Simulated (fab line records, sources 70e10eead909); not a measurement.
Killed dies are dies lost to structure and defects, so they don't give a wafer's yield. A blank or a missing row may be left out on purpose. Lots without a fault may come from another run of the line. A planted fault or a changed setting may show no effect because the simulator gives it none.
Which tool did it? | flow nand_harc | 24 lots, 72 wafers sampled, at 6 steps of a route of 1302

WHAT THE GAUGES READ, wafer by wafer
The record holds no reading of a measuring or inspecting step that can be judged against a usual standard deviation.

WHICH TOOL RAN EACH LOT (tool, then ch and the chambers of the sampled wafers, then the start)
lot  | NHARC_A_STAIRCASE_TRIM_196         | NHARC_A_STAIRCASE_ETCH_199                    | NHARC_A_STAIRCASE_ETCH_201                    | NHARC_A_STAIRCASE_DESCUM_219       | NHARC_A_STAIRCASE_ETCH_221     | NHARC_A_STAIRCASE_ETCH_236
L074 | rie_diel-01 ch 0,1, day 15 22:32   | rie_diel-01 ch 0,1,3, day 16 01:17 or earlier | rie_diel-01 ch 0,1,3, day 16 01:17 or earlier | rie_diel-05 ch 0,1,2, day 16 01:17 | rie_diel-05 ch 0,1, no start   | rie_diel-09 ch 0,1, no start
L075 | rie_diel-09 ch 0,1, day 16 04:48   | rie_diel-09 ch 0,3, day 16 07:22 or earlier   | rie_diel-09 ch 0,1,3, day 16 07:22 or earlier | rie_diel-01 ch 0,3, day 16 07:22   | rie_diel-01 ch 0,1, no start   | rie_diel-09 ch 0,1, no start
L076 | rie_diel-05 ch 0,3, day 16 16:28   | rie_diel-05 ch 0,1, day 16 18:56 or earlier   | rie_diel-05 ch 0,1, day 16 18:56 or earlier   | rie_diel-05 ch 0,1, day 16 18:56   | rie_diel-05 ch 1,2, no start   | rie_diel-05 ch 0,2,3, no start
L077 | rie_diel-01 ch 0,1,2, day 17 16:32 | rie_diel-01 ch 0,2,3, day 17 19:13 or earlier | rie_diel-01 ch 0,1,3, day 17 19:13 or earlier | rie_diel-01 ch 0,2,3, day 17 19:13 | rie_diel-01 ch 1,2,3, no start | rie_diel-05 ch 0,1,2, no start
L078 | rie_diel-05 ch 2,3, day 17 19:31   | rie_diel-05 ch 1,2,3, day 17 22:05 or earlier | rie_diel-05 ch 1,2, day 17 22:05 or earlier   | rie_diel-05 ch 0,1, day 17 22:05   | rie_diel-05 ch 0,1,3, no start | rie_diel-05 ch 1,2,3, no start
L079 | rie_diel-01 ch 2,3, day 17 22:55   | rie_diel-01 ch 2,3, day 18 01:56 or earlier   | rie_diel-01 ch 2,3, day 18 01:56 or earlier   | rie_diel-01 ch 2,3, day 18 01:56   | rie_diel-01 ch 2,3, no start   | rie_diel-01 ch 2,3, no start
L080 | rie_diel-09 ch 2,3, day 18 01:16   | rie_diel-09 ch 0,1,3, day 18 03:50 or earlier | rie_diel-09 ch 0,1, day 18 03:50 or earlier   | rie_diel-09 ch 0,1, day 18 03:50   | rie_diel-09 ch 2,3, no start   | rie_diel-09 ch 1,2,3, no start
L081 | rie_diel-05 ch 2,3, day 18 17:54   | rie_diel-05 ch 0,2,3, day 18 20:31 or earlier | rie_diel-05 ch 1,2, day 18 20:31 or earlier   | rie_diel-05 ch 1,2, day 18 20:31   | rie_diel-05 ch 0,1,3, no start | rie_diel-09 ch 0,2,3, no start
L083 | rie_diel-05 ch 0,1, day 19 06:02   | rie_diel-05 ch 0,2,3, day 19 08:37 or earlier | rie_diel-05 ch 0,2,3, day 19 08:37 or earlier | rie_diel-01 ch 1,2,3, day 19 08:37 | rie_diel-01 ch 0,2,3, no start | rie_diel-05 ch 1,2, no start
L082 | rie_diel-05 ch 0,2,3, day 19 13:27 | rie_diel-05 ch 0,1,3, day 19 15:52 or earlier | rie_diel-05 ch 0,1,2, day 19 15:52 or earlier | rie_diel-05 ch 2,3, day 19 15:52   | rie_diel-05 ch 0,1,2, no start | rie_diel-05 ch 0,2,3, no start
L084 | rie_diel-05 ch 0,1, day 19 23:58   | rie_diel-05 ch 0,1,3, day 20 03:16 or earlier | rie_diel-05 ch 1,3, day 20 03:16 or earlier   | rie_diel-01 ch 1,2,3, day 20 03:16 | rie_diel-01 ch 1,3, no start   | rie_diel-01 ch 0,3, no start
L085 | rie_diel-01 ch 1,2,3, day 20 11:46 | rie_diel-01 ch 0,1,3, day 20 14:46 or earlier | rie_diel-01 ch 0,1,2, day 20 14:46 or earlier | rie_diel-09 ch 0,2,3, day 20 14:46 | rie_diel-09 ch 0,1,3, no start | rie_diel-05 ch 1,2,3, no start
L086 | rie_diel-05 ch 0,1,3, day 21 00:57 | rie_diel-05 ch 0,1,2, day 21 04:32 or earlier | rie_diel-05 ch 0,1,3, day 21 04:32 or earlier | rie_diel-09 ch 0,1,3, day 21 04:32 | rie_diel-09 ch 1,2,3, no start | rie_diel-09 ch 0,1,2, no start
L087 | rie_diel-01 ch 1,2,3, day 21 18:59 | rie_diel-01 ch 0,2,3, day 21 21:34 or earlier | rie_diel-01 ch 0,2,3, day 21 21:34 or earlier | rie_diel-05 ch 0,1,2, day 21 21:34 | rie_diel-05 ch 0,2,3, no start | rie_diel-01 ch 0,1,2, no start
L089 | rie_diel-05 ch 0,1, day 21 21:58   | rie_diel-05 ch 2,3, day 22 00:29 or earlier   | rie_diel-05 ch 0,2,3, day 22 00:29 or earlier | rie_diel-01 ch 2,3, day 22 00:29   | rie_diel-01 ch 1,2,3, no start | rie_diel-05 ch 0,1,2, no start
L088 | rie_diel-01 ch 0,1,2, day 21 22:16 | rie_diel-01 ch 0,1, day 22 01:38 or earlier   | rie_diel-01 ch 2,3, day 22 01:38 or earlier   | rie_diel-01 ch 1,2,3, day 22 01:38 | rie_diel-01 ch 0,1,3, no start | rie_diel-09 ch 0,2, no start
L090 | rie_diel-01 ch 0,2, day 22 15:25   | rie_diel-01 ch 1,3, day 22 17:59 or earlier   | rie_diel-01 ch 0,1,2, day 22 17:59 or earlier | rie_diel-05 ch 0,2, day 22 17:59   | rie_diel-05 ch 1,2,3, no start | rie_diel-05 ch 0,3, no start
L091 | rie_diel-01 ch 0,3, day 23 10:50   | rie_diel-01 ch 0,1,2, day 23 13:23 or earlier | rie_diel-01 ch 0,2, day 23 13:23 or earlier   | rie_diel-09 ch 1,2, day 23 13:23   | rie_diel-09 ch 0,2,3, no start | rie_diel-05 ch 0,1,3, no start
L092 | rie_diel-05 ch 1,2,3, day 23 12:19 | rie_diel-05 ch 0,2,3, day 23 15:24 or earlier | rie_diel-05 ch 0,1,3, day 23 15:24 or earlier | rie_diel-09 ch 0,2,3, day 23 15:24 | rie_diel-09 ch 0,1,2, no start | rie_diel-05 ch 0,2,3, no start
L093 | rie_diel-05 ch 1,3, day 23 16:25   | rie_diel-05 ch 0,2,3, day 23 18:56 or earlier | rie_diel-05 ch 1,2, day 23 18:56 or earlier   | rie_diel-05 ch 0,2,3, day 23 18:56 | rie_diel-05 ch 0,3, no start   | rie_diel-09 ch 1,3, no start
L094 | rie_diel-05 ch 0,2,3, day 24 09:04 | rie_diel-05 ch 0,3, day 24 11:40 or earlier   | rie_diel-05 ch 0,3, day 24 11:40 or earlier   | rie_diel-05 ch 1,2,3, day 24 11:40 | rie_diel-05 ch 0,1,2, no start | rie_diel-05 ch 0,2,3, no start
L096 | rie_diel-05 ch 0,2,3, day 24 20:31 | rie_diel-05 ch 0,2,3, day 24 23:44 or earlier | rie_diel-05 ch 0,1,3, day 24 23:44 or earlier | rie_diel-01 ch 1,3, day 24 23:44   | rie_diel-01 ch 1,2,3, no start | rie_diel-01 ch 1,2,3, no start
L095 | rie_diel-09 ch 1,3, day 25 02:52   | rie_diel-09 ch 1,2, day 25 05:38 or earlier   | rie_diel-09 ch 2,3, day 25 05:38 or earlier   | rie_diel-09 ch 1,2, day 25 05:38   | rie_diel-09 ch 1,2, no start   | rie_diel-09 ch 1,3, no start
L097 | rie_diel-01 ch 0,3, day 25 23:34   | rie_diel-01 ch 0,2,3, day 26 02:01 or earlier | rie_diel-01 ch 0,2,3, day 26 02:01 or earlier | rie_diel-09 ch 1,2,3, day 26 02:01 | rie_diel-09 ch 1,2,3, no start | rie_diel-09 ch 0,2, no start
- NHARC_A_STAIRCASE_TRIM_196: chemistry O2, time 211.2 s.
- NHARC_A_STAIRCASE_ETCH_199: etches the open film in C4F8/O2, target depth 100 nm, time 40.5 s.
- NHARC_A_STAIRCASE_ETCH_201: etches the open film in C4F8/O2, target depth 100 nm, time 40.5 s.
- NHARC_A_STAIRCASE_DESCUM_219: chemistry O2, time 3 s.
- NHARC_A_STAIRCASE_ETCH_221: etches the open film in C4F8/O2, target depth 100 nm, time 40.5 s.
- NHARC_A_STAIRCASE_ETCH_236: etches the open film in C4F8/O2, target depth 100 nm, time 40.5 s.

WHAT THE TOOLS THEMSELVES READ (means of the sampled wafers that have a number; where no wafer has one, the mark that the record gives instead)
NHARC_A_STAIRCASE_TRIM_196.
lot  | tool        | drypump_motor_current_A (A) | oes_product_au (a.u.) | rf_vpp_V (V) | showerhead_plenum_p_Torr (Torr) | throttle_valve_pct (%)
L074 | rie_diel-01 | 5.7                         | 1.002                 | 57.3         | 3.54                            | 17.042
L075 | rie_diel-09 | 5.9                         | 0.995                 | 58.1         | 3.57                            | 17.037
L076 | rie_diel-05 | 6.2                         | 1.000                 | 58.5         | 3.58                            | 17.041
L077 | rie_diel-01 | 5.8                         | 0.998                 | 59.0         | 3.76                            | 17.033
L078 | rie_diel-05 | 5.8                         | 0.994                 | 58.7         | 3.64                            | 17.034
L079 | rie_diel-01 | 6.3                         | 1.006                 | 58.1         | 3.63                            | 17.034
L080 | rie_diel-09 | 5.6                         | 1.002                 | 57.9         | 3.46                            | 17.037
L081 | rie_diel-05 | 5.8                         | 0.988                 | 58.4         | 3.64                            | 17.035
L083 | rie_diel-05 | 5.5                         | 0.998                 | 57.5         | 3.53                            | 17.037
L082 | rie_diel-05 | 5.6                         | 0.991                 | 57.5         | 3.51                            | 17.031
L084 | rie_diel-05 | 5.7                         | 1.002                 | 58.0         | 3.43                            | 17.036
L085 | rie_diel-01 | 6.2                         | 1.001                 | 58.5         | 3.58                            | 17.045
L086 | rie_diel-05 | 5.8                         | 0.999                 | 58.1         | 3.55                            | 17.033
L087 | rie_diel-01 | 6.3                         | 0.997                 | 58.0         | 3.58                            | 17.035
L089 | rie_diel-05 | 5.7                         | 0.998                 | 57.3         | 3.42                            | 17.037
L088 | rie_diel-01 | 5.9                         | 1.008                 | 58.0         | 3.74                            | 17.045
L090 | rie_diel-01 | 5.4                         | 1.006                 | 58.1         | 3.78                            | 17.032
L091 | rie_diel-01 | 5.6                         | 0.994                 | 57.2         | 3.45                            | 17.040
L092 | rie_diel-05 | 5.5                         | 1.001                 | 57.4         | 3.60                            | 17.035
L093 | rie_diel-05 | 6.0                         | 1.004                 | 58.7         | 3.67                            | 17.037
L094 | rie_diel-05 | 5.6                         | 0.990                 | 57.0         | 3.49                            | 17.044
L096 | rie_diel-05 | 5.6                         | 1.001                 | 57.4         | 3.49                            | 17.036
L095 | rie_diel-09 | 5.6                         | 0.997                 | 58.0         | 3.51                            | 17.041
L097 | rie_diel-01 | 5.7                         | 0.995                 | 57.9         | 3.79                            | 17.038

NHARC_A_STAIRCASE_ETCH_199.
lot  | tool        | oes_product_au (a.u.) | rf_vpp_V (V)
L074 | rie_diel-01 | 0.947                 | 892
L075 | rie_diel-09 | 0.945                 | 897
L076 | rie_diel-05 | 0.951                 | 893
L077 | rie_diel-01 | 0.948                 | 899
L078 | rie_diel-05 | 0.956                 | 899
L079 | rie_diel-01 | 0.938                 | 892
L080 | rie_diel-09 | 0.944                 | 896
L081 | rie_diel-05 | 0.947                 | 895
L083 | rie_diel-05 | 0.937                 | 895
L082 | rie_diel-05 | 0.937                 | 898
L084 | rie_diel-05 | 0.954                 | 897
L085 | rie_diel-01 | 0.934                 | 898
L086 | rie_diel-05 | 0.930                 | 894
L087 | rie_diel-01 | 0.951                 | 900
L089 | rie_diel-05 | 0.931                 | 897
L088 | rie_diel-01 | 0.938                 | 904
L090 | rie_diel-01 | 0.934                 | 891
L091 | rie_diel-01 | 0.943                 | 903
L092 | rie_diel-05 | 0.937                 | 895
L093 | rie_diel-05 | 0.926                 | 895
L094 | rie_diel-05 | 0.932                 | 892
L096 | rie_diel-05 | 0.927                 | 895
L095 | rie_diel-09 | 0.936                 | 890
L097 | rie_diel-01 | 0.943                 | 904

NHARC_A_STAIRCASE_ETCH_201.
lot  | tool        | oes_product_au (a.u.) | rf_vpp_V (V)
L074 | rie_diel-01 | 0.940                 | 892
L075 | rie_diel-09 | 0.945                 | 897
L076 | rie_diel-05 | 0.941                 | 893
L077 | rie_diel-01 | 0.943                 | 898
L078 | rie_diel-05 | 0.944                 | 897
L079 | rie_diel-01 | 0.933                 | 900
L080 | rie_diel-09 | 0.953                 | 897
L081 | rie_diel-05 | 0.948                 | 896
L083 | rie_diel-05 | 0.936                 | 896
L082 | rie_diel-05 | 0.935                 | 895
L084 | rie_diel-05 | 0.955                 | 901
L085 | rie_diel-01 | 0.952                 | 904
L086 | rie_diel-05 | 0.951                 | 896
L087 | rie_diel-01 | 0.945                 | 899
L089 | rie_diel-05 | 0.935                 | 894
L088 | rie_diel-01 | 0.931                 | 899
L090 | rie_diel-01 | 0.940                 | 903
L091 | rie_diel-01 | 0.952                 | 905
L092 | rie_diel-05 | 0.918                 | 896
L093 | rie_diel-05 | 0.938                 | 897
L094 | rie_diel-05 | 0.934                 | 897
L096 | rie_diel-05 | 0.930                 | 897
L095 | rie_diel-09 | 0.950                 | 891
L097 | rie_diel-01 | 0.945                 | 905

NHARC_A_STAIRCASE_DESCUM_219.
lot  | tool        | drypump_motor_current_A (A) | oes_product_au (a.u.) | rf_vpp_V (V) | showerhead_plenum_p_Torr (Torr) | throttle_valve_pct (%)
L074 | rie_diel-05 | 5.3                         | 1.001                 | 57.5         | 1.90                            | 11.313
L075 | rie_diel-01 | 5.2                         | 1.001                 | 56.4         | 1.77                            | 11.318
L076 | rie_diel-05 | 5.5                         | 1.002                 | 58.9         | 1.93                            | 11.315
L077 | rie_diel-01 | 5.8                         | 1.005                 | 58.1         | 1.98                            | 11.314
L078 | rie_diel-05 | 5.5                         | 1.000                 | 57.9         | 1.92                            | 11.312
L079 | rie_diel-01 | 6.1                         | 0.999                 | 58.4         | 1.88                            | 11.314
L080 | rie_diel-09 | 5.7                         | 1.008                 | 58.0         | 1.93                            | 11.326
L081 | rie_diel-05 | 4.9                         | 0.997                 | 57.7         | 1.93                            | 11.301
L083 | rie_diel-01 | 6.2                         | 1.002                 | 58.0         | 1.95                            | 11.314
L082 | rie_diel-05 | 5.8                         | 1.002                 | 58.1         | 1.97                            | 11.307
L084 | rie_diel-01 | 6.2                         | 0.998                 | 57.5         | 1.95                            | 11.320
L085 | rie_diel-09 | 5.8                         | 1.000                 | 57.3         | 1.88                            | 11.312
L086 | rie_diel-09 | 5.7                         | 1.000                 | 57.3         | 1.91                            | 11.310
L087 | rie_diel-05 | 5.3                         | 0.991                 | 58.5         | 1.88                            | 11.308
L089 | rie_diel-01 | 6.3                         | 1.005                 | 58.6         | 1.96                            | 11.311
L088 | rie_diel-01 | 6.2                         | 0.999                 | 57.7         | 1.94                            | 11.311
L090 | rie_diel-05 | 5.5                         | 0.995                 | 57.0         | 1.82                            | 11.307
L091 | rie_diel-09 | 5.7                         | 1.002                 | 57.7         | 1.84                            | 11.310
L092 | rie_diel-09 | 5.8                         | 0.997                 | 58.3         | 1.87                            | 11.308
L093 | rie_diel-05 | 5.7                         | 0.994                 | 57.2         | 1.89                            | 11.307
L094 | rie_diel-05 | 5.4                         | 0.994                 | 58.5         | 1.95                            | 11.312
L096 | rie_diel-01 | 6.1                         | 0.997                 | 58.4         | 2.05                            | 11.318
L095 | rie_diel-09 | 5.7                         | 1.002                 | 58.2         | 1.83                            | 11.308
L097 | rie_diel-09 | 5.6                         | 1.003                 | 57.7         | 1.86                            | 11.312

NHARC_A_STAIRCASE_ETCH_221.
lot  | tool        | oes_product_au (a.u.) | rf_vpp_V (V)
L074 | rie_diel-05 | 0.950                 | 896
L075 | rie_diel-01 | 0.951                 | 896
L076 | rie_diel-05 | 0.938                 | 899
L077 | rie_diel-01 | 0.949                 | 898
L078 | rie_diel-05 | 0.953                 | 898
L079 | rie_diel-01 | 0.937                 | 900
L080 | rie_diel-09 | 0.958                 | 892
L081 | rie_diel-05 | 0.929                 | 897
L083 | rie_diel-01 | 0.947                 | 899
L082 | rie_diel-05 | 0.923                 | 894
L084 | rie_diel-01 | 0.950                 | 891
L085 | rie_diel-09 | 0.945                 | 897
L086 | rie_diel-09 | 0.957                 | 893
L087 | rie_diel-05 | 0.935                 | 896
L089 | rie_diel-01 | 0.945                 | 898
L088 | rie_diel-01 | 0.939                 | 896
L090 | rie_diel-05 | 0.941                 | 898
L091 | rie_diel-09 | 0.945                 | 893
L092 | rie_diel-09 | 0.933                 | 894
L093 | rie_diel-05 | 0.941                 | 892
L094 | rie_diel-05 | 0.932                 | 894
L096 | rie_diel-01 | 0.942                 | 903
L095 | rie_diel-09 | 0.930                 | 893
L097 | rie_diel-09 | 0.954                 | 893

NHARC_A_STAIRCASE_ETCH_236.
lot  | tool        | oes_product_au (a.u.) | rf_vpp_V (V)
L074 | rie_diel-09 | 0.936                 | 897
L075 | rie_diel-09 | 0.948                 | 898
L076 | rie_diel-05 | 0.935                 | 896
L077 | rie_diel-05 | 0.945                 | 895
L078 | rie_diel-05 | 0.944                 | 898
L079 | rie_diel-01 | 0.946                 | 894
L080 | rie_diel-09 | 0.932                 | 895
L081 | rie_diel-09 | 0.948                 | 894
L083 | rie_diel-05 | 0.918                 | 898
L082 | rie_diel-05 | 0.946                 | 894
L084 | rie_diel-01 | 0.942                 | 900
L085 | rie_diel-05 | 0.942                 | 899
L086 | rie_diel-09 | 0.953                 | 894
L087 | rie_diel-01 | 0.942                 | 903
L089 | rie_diel-05 | 0.944                 | 894
L088 | rie_diel-09 | 0.940                 | 895
L090 | rie_diel-05 | 0.943                 | 897
L091 | rie_diel-05 | 0.933                 | 896
L092 | rie_diel-05 | 0.944                 | 895
L093 | rie_diel-09 | 0.953                 | 894
L094 | rie_diel-05 | 0.923                 | 895
L096 | rie_diel-01 | 0.948                 | 903
L095 | rie_diel-09 | 0.946                 | 895
L097 | rie_diel-09 | 0.948                 | 891

THE ANSWER, worked out from the rows above alone
Rule: what is usual is taken from the lots themselves. Put in order of their means at a reading, lots are off if they are a third of the lots or fewer, leave a main group of 4 or more, and stand apart from it by a gap of 3 or more times the standard deviation of the main group's means; of several such gaps the widest counts. A main group whose means are all the same, to the digits that the tables above print for the reading, isn't used. A lot without any number at a reading at which 4 lots or more have one is off too. The other lots that the step has rows for count as sound. The gauges are gone through in route order, then the tools' own readings, and for those a lot's mean is taken as printed above. The first step at which some lot is off is used, and at that step the reading that is off furthest; a lot without a number counts as furthest.
No lot is off at any reading shown: from this, nothing can be told.

WHAT THE SIMULATOR HAD PUT IN
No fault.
